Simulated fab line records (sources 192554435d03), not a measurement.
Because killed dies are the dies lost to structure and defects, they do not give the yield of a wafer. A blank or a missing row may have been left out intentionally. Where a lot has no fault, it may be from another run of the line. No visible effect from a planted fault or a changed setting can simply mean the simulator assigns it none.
Split-lot trial :: flow n5_finfet :: 21 wafers read across 7 lots, on a route 1938 steps long

== THE SPLIT ==
At N5_BEOL_M0_SAQP_CUT_ETCH_46 (etches SOC in N2/H2, target depth 135 nm, overetch 27 nm, time 202.5 s), the setting time_s was moved away from the recipe's 202.5 s on 6 of the 21 wafers read, by -8.3% to +17.5%. This setting was run at the recipe's value on the other wafers.

Reading taken at the split's own step.

== THE READING ==
SiARC_of_BEOL_M0_SAQP_COAT_72.thk_nm (the simulator's own value, which no gauge read), in nm, at N5_BEOL_M0_SAQP_CUT_ETCH_46 (etches SOC in N2/H2, target depth 135 nm, overetch 27 nm, time 202.5 s). The file does not state a usual value for it. Across the 15 wafers here that went through the recipe, the average is 4.8 nm and the standard deviation 0.24 nm.

wafer: L076.3
tool, chamber at the split: rie_diel-01, 3
time_s as run, s: 202.5
against the recipe: recipe
SiARC_of_BEOL_M0_SAQP_COAT_72.thk_nm, nm: 4.8
against lot-mates on the recipe: -

wafer: L076.5
tool, chamber at the split: rie_diel-01, 3
time_s as run, s: 202.5
against the recipe: recipe
SiARC_of_BEOL_M0_SAQP_COAT_72.thk_nm, nm: 4.8
against lot-mates on the recipe: -

wafer: L076.6
tool, chamber at the split: rie_diel-01, 2
time_s as run, s: 227.7
against the recipe: +12.4%
SiARC_of_BEOL_M0_SAQP_COAT_72.thk_nm, nm: 3.4
against lot-mates on the recipe: -1.4

wafer: L077.1
tool, chamber at the split: rie_diel-05, 2
time_s as run, s: 202.5
against the recipe: recipe
SiARC_of_BEOL_M0_SAQP_COAT_72.thk_nm, nm: 4.6
against lot-mates on the recipe: -

wafer: L077.3
tool, chamber at the split: rie_diel-05, 0
time_s as run, s: 202.5
against the recipe: recipe
SiARC_of_BEOL_M0_SAQP_COAT_72.thk_nm, nm: 4.4
against lot-mates on the recipe: -

wafer: L077.4
tool, chamber at the split: rie_diel-05, 3
time_s as run, s: 202.5
against the recipe: recipe
SiARC_of_BEOL_M0_SAQP_COAT_72.thk_nm, nm: 4.8
against lot-mates on the recipe: -

wafer: L079.2
tool, chamber at the split: rie_diel-01, 1
time_s as run, s: 202.5
against the recipe: recipe
SiARC_of_BEOL_M0_SAQP_COAT_72.thk_nm, nm: 5.2
against lot-mates on the recipe: -

wafer: L079.4
tool, chamber at the split: rie_diel-01, 2
time_s as run, s: 232.8
against the recipe: +15.0%
SiARC_of_BEOL_M0_SAQP_COAT_72.thk_nm, nm: 3.2
against lot-mates on the recipe: -1.8

wafer: L079.6
tool, chamber at the split: rie_diel-01, 3
time_s as run, s: 202.5
against the recipe: recipe
SiARC_of_BEOL_M0_SAQP_COAT_72.thk_nm, nm: 4.8
against lot-mates on the recipe: -

wafer: L080.3
tool, chamber at the split: rie_diel-02, 3,0
time_s as run, s: 238
against the recipe: +17.5%
SiARC_of_BEOL_M0_SAQP_COAT_72.thk_nm, nm: 3.2
against lot-mates on the recipe: -1.8

wafer: L080.6
tool, chamber at the split: rie_diel-02, 3,0
time_s as run, s: 238
against the recipe: +17.5%
SiARC_of_BEOL_M0_SAQP_COAT_72.thk_nm, nm: 3.2
against lot-mates on the recipe: -1.8

wafer: L080.4
tool, chamber at the split: rie_diel-02, 3
time_s as run, s: 202.5
against the recipe: recipe
SiARC_of_BEOL_M0_SAQP_COAT_72.thk_nm, nm: 5
against lot-mates on the recipe: -

wafer: L083.3
tool, chamber at the split: rie_diel-02, 0
time_s as run, s: 202.5
against the recipe: recipe
SiARC_of_BEOL_M0_SAQP_COAT_72.thk_nm, nm: 4.8
against lot-mates on the recipe: -

wafer: L083.4
tool, chamber at the split: rie_diel-02, 2
time_s as run, s: 202.5
against the recipe: recipe
SiARC_of_BEOL_M0_SAQP_COAT_72.thk_nm, nm: 4.4
against lot-mates on the recipe: -

wafer: L083.5
tool, chamber at the split: rie_diel-02, 2
time_s as run, s: 202.5
against the recipe: recipe
SiARC_of_BEOL_M0_SAQP_COAT_72.thk_nm, nm: 4.4
against lot-mates on the recipe: -

wafer: L092.1
tool, chamber at the split: rie_diel-05, 1,2
time_s as run, s: 202.5
against the recipe: recipe
SiARC_of_BEOL_M0_SAQP_COAT_72.thk_nm, nm: 5
against lot-mates on the recipe: -

wafer: L092.5
tool, chamber at the split: rie_diel-05, 1,2
time_s as run, s: 202.5
against the recipe: recipe
SiARC_of_BEOL_M0_SAQP_COAT_72.thk_nm, nm: 5
against lot-mates on the recipe: -

wafer: L092.4
tool, chamber at the split: rie_diel-05, 0
time_s as run, s: 202.5
against the recipe: recipe
SiARC_of_BEOL_M0_SAQP_COAT_72.thk_nm, nm: 4.8
against lot-mates on the recipe: -

wafer: L097.4
tool, chamber at the split: rie_diel-02, 0
time_s as run, s: 202.5
against the recipe: recipe
SiARC_of_BEOL_M0_SAQP_COAT_72.thk_nm, nm: 5
against lot-mates on the recipe: -

wafer: L097.5
tool, chamber at the split: rie_diel-02, 3
time_s as run, s: 185.6
against the recipe: -8.3%
SiARC_of_BEOL_M0_SAQP_COAT_72.thk_nm, nm: 5.6
against lot-mates on the recipe: +0.6

wafer: L097.6
tool, chamber at the split: rie_diel-02, 0
time_s as run, s: 185.6
against the recipe: -8.3%
SiARC_of_BEOL_M0_SAQP_COAT_72.thk_nm, nm: 5.8
against lot-mates on the recipe: +0.8
When a row names more than one chamber, that row covers several wafers, and the file does not tell which wafer ran in which chamber.

THE FIT
A straight line over all 21 wafers: SiARC_of_BEOL_M0_SAQP_COAT_72.thk_nm changes by -0.0992 nm for each +1% of time_s; r = -0.96; the points scatter about the line by 0.22 nm.
The same after taking each lot's own level away (the mean of its wafers on the recipe; 21 wafers): -0.104 nm for each +1%; r = -0.98; scatter 0.15 nm.
According to that fit, moving time_s by its largest amount changes the reading by 1.8 nm.
The span of the lots' own levels, 4.53 to 5.00 nm, comes to 2.0 times the standard deviation stated above.
The two slopes are in agreement: the lot-to-lot level therefore moves the slope only a little.
Check: -1.87 nm against its lot-mates is what the line predicts for one of the wafers moved furthest among these (+17.5%) when that wafer is left out of the fit. Against them it came out at -1.8 nm.

== FURTHER SPLITS ON THESE WAFERS ==
These wafers also went through other splits before the reading. Each is held against what the fit with the lots' levels taken away leaves over:
other split on the same wafers: N5_MOL_CONTACT_COAG_COAT_02 spin_rpm
wafers away from the commonest value: 5
r with SiARC_of_BEOL_M0_SAQP_COAT_72.thk_nm (lot level and that fit taken away): -0.14

other split on the same wafers: N5_MOL_CONTACT_COAG_ETCHBACK_135 time_s
wafers away from the commonest value: 9
r with SiARC_of_BEOL_M0_SAQP_COAT_72.thk_nm (lot level and that fit taken away): -0.03

other split on the same wafers: N5_MOL_CONTACT_COAG_VIA_ETCH_46 bias_w
wafers away from the commonest value: 11
r with SiARC_of_BEOL_M0_SAQP_COAT_72.thk_nm (lot level and that fit taken away): +0.04

other split on the same wafers: N5_BEOL_M0_SAQP_COAT_34 spin_rpm
wafers away from the commonest value: 2
r with SiARC_of_BEOL_M0_SAQP_COAT_72.thk_nm (lot level and that fit taken away): -0.35

== THE FILE'S OWN FIT ==
SiARC_of_BEOL_M0_SAQP_COAT_72.thk_nm changes by -0.108 nm for each +1% of time_s, r = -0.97.
